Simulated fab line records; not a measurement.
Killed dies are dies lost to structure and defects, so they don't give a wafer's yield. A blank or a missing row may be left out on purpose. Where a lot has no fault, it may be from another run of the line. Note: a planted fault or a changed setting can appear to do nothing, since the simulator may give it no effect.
Matching of chambers || flow nandHarc || NHARC_P_BONDPAD_ETCH_37 on rieDiel-10: 4 sister chambers
The step etches the open film in N2/H2, target depth 60 nm, overetch 18 nm, time 65.91 s. 17 wafers are shown with their chamber, then 8 later ones without.

== WAFERS WITH THEIR CHAMBER ==
{"wafer": "L318.1", "chamber": 1, "showerheadPlenumPTorr (Torr)": 1.93, "drypumpMotorCurrentA (A)": 5.1, "rfVppV (V)": 428.5}
{"wafer": "L318.4", "chamber": 0, "showerheadPlenumPTorr (Torr)": 2.04, "drypumpMotorCurrentA (A)": 5.7, "rfVppV (V)": 431.2}
{"wafer": "L318.6", "chamber": 3, "showerheadPlenumPTorr (Torr)": 1.92, "drypumpMotorCurrentA (A)": 5.7, "rfVppV (V)": 426.3}
{"wafer": "L321.1", "chamber": 1, "showerheadPlenumPTorr (Torr)": 1.93, "drypumpMotorCurrentA (A)": 5.1, "rfVppV (V)": 427.5}
{"wafer": "L321.2", "chamber": 0, "showerheadPlenumPTorr (Torr)": 2.04, "drypumpMotorCurrentA (A)": 5.7, "rfVppV (V)": 430.6}
{"wafer": "L321.6", "chamber": 2, "showerheadPlenumPTorr (Torr)": 2.10, "drypumpMotorCurrentA (A)": 5.2, "rfVppV (V)": 432.1}
{"wafer": "L323.2", "chamber": 1, "showerheadPlenumPTorr (Torr)": 1.93, "drypumpMotorCurrentA (A)": 5.1, "rfVppV (V)": 426.6}
{"wafer": "L323.3", "chamber": 0, "showerheadPlenumPTorr (Torr)": 2.04, "drypumpMotorCurrentA (A)": 5.8, "rfVppV (V)": 431.8}
{"wafer": "L323.4", "chamber": 2, "showerheadPlenumPTorr (Torr)": 2.09, "drypumpMotorCurrentA (A)": 5.2, "rfVppV (V)": 431.7}
{"wafer": "L327.1", "chamber": 2, "showerheadPlenumPTorr (Torr)": 2.09, "drypumpMotorCurrentA (A)": 5.2, "rfVppV (V)": 432.8}
{"wafer": "L327.3", "chamber": 0, "showerheadPlenumPTorr (Torr)": 2.04, "drypumpMotorCurrentA (A)": 5.8, "rfVppV (V)": 430.8}
{"wafer": "L327.4", "chamber": 3, "showerheadPlenumPTorr (Torr)": 1.92, "drypumpMotorCurrentA (A)": 5.7, "rfVppV (V)": 426.5}
{"wafer": "L331.3", "chamber": 0, "showerheadPlenumPTorr (Torr)": 2.04, "drypumpMotorCurrentA (A)": 5.7, "rfVppV (V)": 429.6}
{"wafer": "L331.5", "chamber": 2, "showerheadPlenumPTorr (Torr)": 2.09, "drypumpMotorCurrentA (A)": 5.2, "rfVppV (V)": 432.4}
{"wafer": "L331.6", "chamber": 1, "showerheadPlenumPTorr (Torr)": 1.93, "drypumpMotorCurrentA (A)": 5.1, "rfVppV (V)": 427.4}
{"wafer": "L329.4", "chamber": 1, "showerheadPlenumPTorr (Torr)": 1.93, "drypumpMotorCurrentA (A)": 5.1, "rfVppV (V)": 427.8}
{"wafer": "L329.5", "chamber": 1, "showerheadPlenumPTorr (Torr)": 1.93, "drypumpMotorCurrentA (A)": 5.1, "rfVppV (V)": 428.1}

SIGNATURES (averages over the wafers above)
{"reading": "showerheadPlenumPTorr", "chamber 0": 2.0400, "chamber 1": 1.9300, "chamber 2": 2.0925, "chamber 3": 1.9200, "scatter within a chamber": 0.0024}
{"reading": "drypumpMotorCurrentA", "chamber 0": 5.740, "chamber 1": 5.100, "chamber 2": 5.200, "chamber 3": 5.700, "scatter within a chamber": 0.0304}
{"reading": "rfVppV", "chamber 0": 430.800, "chamber 1": 427.650, "chamber 2": 432.250, "chamber 3": 426.400, "scatter within a chamber": 0.647}
Rule: a wafer lies at a distance from a chamber equal to the root of the sum of squares, over the readings, of (its reading less the chamber's mean, divided by the reading's scatter). The wafer belongs to the nearest chamber; if the next one is less than 2 further off, it can't be placed. The scatter is the square root of a quotient: the sum, over the shown wafers, of each reading's squared deviation from its chamber's mean, divided by wafers minus chambers.

== WAFERS WITH NO CHAMBER GIVEN ==
{"wafer": "L329.6", "showerheadPlenumPTorr (Torr)": 2.09, "drypumpMotorCurrentA (A)": 5.3, "rfVppV (V)": 431.6}
{"wafer": "L334.5", "showerheadPlenumPTorr (Torr)": 1.92, "drypumpMotorCurrentA (A)": 5.7, "rfVppV (V)": 427.2}
{"wafer": "L334.6", "showerheadPlenumPTorr (Torr)": 2.04, "drypumpMotorCurrentA (A)": 5.7, "rfVppV (V)": 430.3}
{"wafer": "L335.2", "showerheadPlenumPTorr (Torr)": 2.09, "drypumpMotorCurrentA (A)": 5.2, "rfVppV (V)": 432.7}
{"wafer": "L335.3", "showerheadPlenumPTorr (Torr)": 2.04, "drypumpMotorCurrentA (A)": 5.8, "rfVppV (V)": 431.2}
{"wafer": "L335.6", "showerheadPlenumPTorr (Torr)": 2.09, "drypumpMotorCurrentA (A)": 5.2, "rfVppV (V)": 432.3}
{"wafer": "L338.5", "showerheadPlenumPTorr (Torr)": 1.93, "drypumpMotorCurrentA (A)": 5.1, "rfVppV (V)": 428.3}
{"wafer": "L338.6", "showerheadPlenumPTorr (Torr)": 2.04, "drypumpMotorCurrentA (A)": 5.7, "rfVppV (V)": 430.9}

== CHAMBER TAKEN BY EACH ==
{"wafer": "L329.6", "from the rows above": 2, "in truth": 2}
{"wafer": "L334.5", "from the rows above": 3, "in truth": 3}
{"wafer": "L334.6", "from the rows above": 0, "in truth": 0}
{"wafer": "L335.2", "from the rows above": 2, "in truth": 2}
{"wafer": "L335.3", "from the rows above": 0, "in truth": 0}
{"wafer": "L335.6", "from the rows above": 2, "in truth": 2}
{"wafer": "L338.5", "from the rows above": 1, "in truth": 1}
{"wafer": "L338.6", "from the rows above": 0, "in truth": 0}
Placed correctly: 8 of 8. Left unplaced by these rows: 0. Number placed wrongly: 0.
